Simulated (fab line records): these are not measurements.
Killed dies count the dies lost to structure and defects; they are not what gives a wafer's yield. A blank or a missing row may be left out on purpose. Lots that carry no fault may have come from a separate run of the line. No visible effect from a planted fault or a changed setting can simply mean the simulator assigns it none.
Chamber matching :: flow n5Finfet :: N5_BEOL_M0_SAQP_ETCH_102 on rieSi-04 has 4 sister chambers
The step etches SiO2 in CF4, target depth 4 nm, time 4.4 s. 4 wafers are shown with their chamber, then 9 later ones without.

WAFERS, EACH WITH ITS CHAMBER
wafer: L085.2
chamber: 0
throttleValvePct (%): 21.62

wafer: L086.1
chamber: 1
throttleValvePct (%): 21.75

wafer: L086.2
chamber: 3
throttleValvePct (%): 21.73

wafer: L086.3
chamber: 2
throttleValvePct (%): 21.95

WAFERS MISSING THEIR CHAMBER
wafer: L095.1
throttleValvePct (%): 21.65

wafer: L095.3
throttleValvePct (%): 21.72

wafer: L095.6
throttleValvePct (%): 21.72

wafer: L097.1
throttleValvePct (%): 21.94

wafer: L097.3
throttleValvePct (%): 21.63

wafer: L097.6
throttleValvePct (%): 21.65

wafer: L096.1
throttleValvePct (%): 21.71

wafer: L096.3
throttleValvePct (%): 21.76

wafer: L096.4
throttleValvePct (%): 21.63

EACH ONE'S CHAMBER
wafer: L095.1
from the rows above: 0
in truth: 0

wafer: L095.3
from the rows above: can't be placed: 3 or 1
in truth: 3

wafer: L095.6
from the rows above: can't be placed: 3 or 1
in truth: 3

wafer: L097.1
from the rows above: 2
in truth: 2

wafer: L097.3
from the rows above: 0
in truth: 0

wafer: L097.6
from the rows above: 0
in truth: 0

wafer: L096.1
from the rows above: can't be placed: 3 or 1
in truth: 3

wafer: L096.3
from the rows above: can't be placed: 1 or 3
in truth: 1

wafer: L096.4
from the rows above: 0
in truth: 0
Placed correctly: 5 of 9. Unplaceable from these rows: 4, with the true chamber sitting among the candidates in 4. Placed wrongly: 0.
How it was worked out, from the rows above alone: a wafer's distance from a chamber is the root of the sum, over the readings, of the square of ((its reading less the chamber's mean) divided by the reading's scatter). If the next closest chamber is less than 2 further off than the closest, the wafer can't be placed; otherwise it belongs to the closest. A chamber's mean is the mean of its shown wafers. The scatter: with one shown wafer a chamber, the root of the mean of the squares of how far each hidden wafer lies from its nearest shown one.
